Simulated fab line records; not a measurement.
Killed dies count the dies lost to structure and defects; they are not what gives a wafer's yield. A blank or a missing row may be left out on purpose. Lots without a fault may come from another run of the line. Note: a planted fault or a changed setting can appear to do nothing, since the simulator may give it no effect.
8D (eight disciplines) problem report, filled in by code / flow n5_finfet / the parts of the form that need people (team, actions taken, sign-off) are left out

## 1. PROBLEM STATEMENT
At N5_BEOL_M0_SAQP_CD_MEAS_40, cd_nm averages 27.59 nm over 6 wafers from 2 lots, while fault-free wafers read 30.02 nm, standard deviation 0.27. That is -9.0 standard deviations from the usual mean.
The step: target cd 30 nm.
Seen first at day 7 17:41 on cd_sem-02, wafer L657.1. At this step, 24 wafers from 8 lots have a number in the record. The rule behind "out" and "out of limits": a value lying over 4 standard deviations away from the usual mean. All remaining wafers that have a number are taken as sound.

## 2. WHAT THIS IS AND IS NOT
question=which readings at this step | is=cd_nm | is not=-
question=which lots | is=L657, L661 | is not=L651, L652, L662, L663, L671, L672
question=which wafers of those lots | is=all that have a number | is not=-
question=read on which gauges | is=cd_sem-02 | is not=cd_sem-03
question=when | is=from day 7 17:41 | is not=up to then (6 sound wafers); but 12 sound wafers of L662, L663, L671, L672 came after

## 3. WHAT RULES OUT EACH SUSPECT
Counting: a tool at any process step up to the reading remains a suspect when it ran all the lots that are out and ran no sound lot after the first of those.
- the gauge at N5_BEOL_M0_SAQP_CD_MEAS_40: ruled out. All the wafers that are out were read on cd_sem-02, but those of them that N5_BEOL_M0_SAQP_EXPOSE_37 has rows for are out there too, on other tools.
- rie_diel-06 at N5_BEOL_M0_SAQP_HM_OPEN_112 (chemistry CHF3/O2, target SiO2, stops on a-Si, target depth 12 nm, time 13.5 s): ruled out as a lasting fault. Following L657 (day 7 13:55), the first lot on it that is out, the sound lots L662, L672 were run on it.
- euv_scanner-02 at N5_BEOL_M0_SAQP_EXPOSE_37 (exposes mask M0 CUT1, target cd 30 nm): kept. It ran every lot that is out, first L657 (day 7 17:33), and no sound lot after that; its last sound lot up to then is L652 (day 6 12:37). Its own exposure_dose_mJ_cm2 readings are out on those wafers.
The count leaves euv_scanner-02 at N5_BEOL_M0_SAQP_EXPOSE_37.

## 4. THE CAUSE (what the simulator had put in)
Process parameter drift: euv_scanner-02, from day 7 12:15 on, at N5_BEOL_M0_SAQP_EXPOSE_37. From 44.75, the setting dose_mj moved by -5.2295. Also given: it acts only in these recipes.
Only this tool survived the counting.

## 5. SEQUENCE OF EFFECTS, ordered by route
Each row: a reading where the mean over the struck wafers with a number is more than 3 standard deviations away from the usual. Readings are gone through only where the record gives a usual standard deviation; hours: the median, over the lots, of the time from a lot's start at the first step in this table giving one to that lot's start at this step; sigmas: the change measured in usual standard deviations.
hours=0; step=N5_BEOL_M0_SAQP_EXPOSE_37; reading=exposure_dose_mJ_cm2; usual=44.99; on struck wafers=40.50; change=-4.49; sigmas=-20
hours=0; step=N5_BEOL_M0_SAQP_CD_MEAS_40; reading=cd_nm; usual=30.02 nm; on struck wafers=27.59; change=-2.43; sigmas=-9.0
hours=160; step=N5_PASSIVATION_PROBE_49; reading=defect_limited_yield; usual=91.7 %; on struck wafers=33.9; change=-57.8; sigmas=-39
hours=160; step=N5_PASSIVATION_PROBE_49; reading=killed_at_M0_to_M3; usual=32; on struck wafers=701; change=+669; sigmas=+70
hours=160; step=N5_PASSIVATION_PROBE_49; reading=killed_dies; usual=98; on struck wafers=780; change=+682; sigmas=+40
hours=160; step=N5_PASSIVATION_PROBE_49; reading=killed_on_rim; usual=13; on struck wafers=102; change=+90; sigmas=+22
hours=160; step=N5_PASSIVATION_PROBE_49; reading=sort_bin_5_function; usual=4.9 %; on struck wafers=44.0; change=+39.1; sigmas=+42
hours=160; step=N5_PASSIVATION_PROBE_49; reading=sort_bin_6_memory; usual=3.2 %; on struck wafers=16.4; change=+13.2; sigmas=+20
hours=160; step=N5_PASSIVATION_PROBE_49; reading=sort_n_pass; usual=1082; on struck wafers=400; change=-682; sigmas=-40
hours=160; step=N5_PASSIVATION_PROBE_49; reading=sort_yield_pct; usual=91.7 %; on struck wafers=33.9; change=-57.8; sigmas=-41
Process steps it contains:
- N5_BEOL_M0_SAQP_EXPOSE_37: exposes mask M0 CUT1, target cd 30 nm.
- N5_PASSIVATION_PROBE_49
Later measuring or inspecting steps at which every struck wafer that the step has a row for has a number for every such reading, and none has moved that far: N5_BEOL_M4_RC_MEAS_101.

## 6. WHAT WOULD HAVE CAUGHT IT SOONER
In this record the first reading out of limits at a measuring or inspecting step was taken at day 7 17:41, 5 hours after the fault began at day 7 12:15.
Tool's own readings at N5_BEOL_M0_SAQP_EXPOSE_37, exposure_dose_mJ_cm2: out on all struck wafers the step has rows for; an alarm limit on them would have tripped on the first.
L661, from the lots that are out (2), started N5_BEOL_M0_SAQP_EXPOSE_37 on euv_scanner-02 later than day 7 17:41. Putting the tool on hold at that point would have spared it.
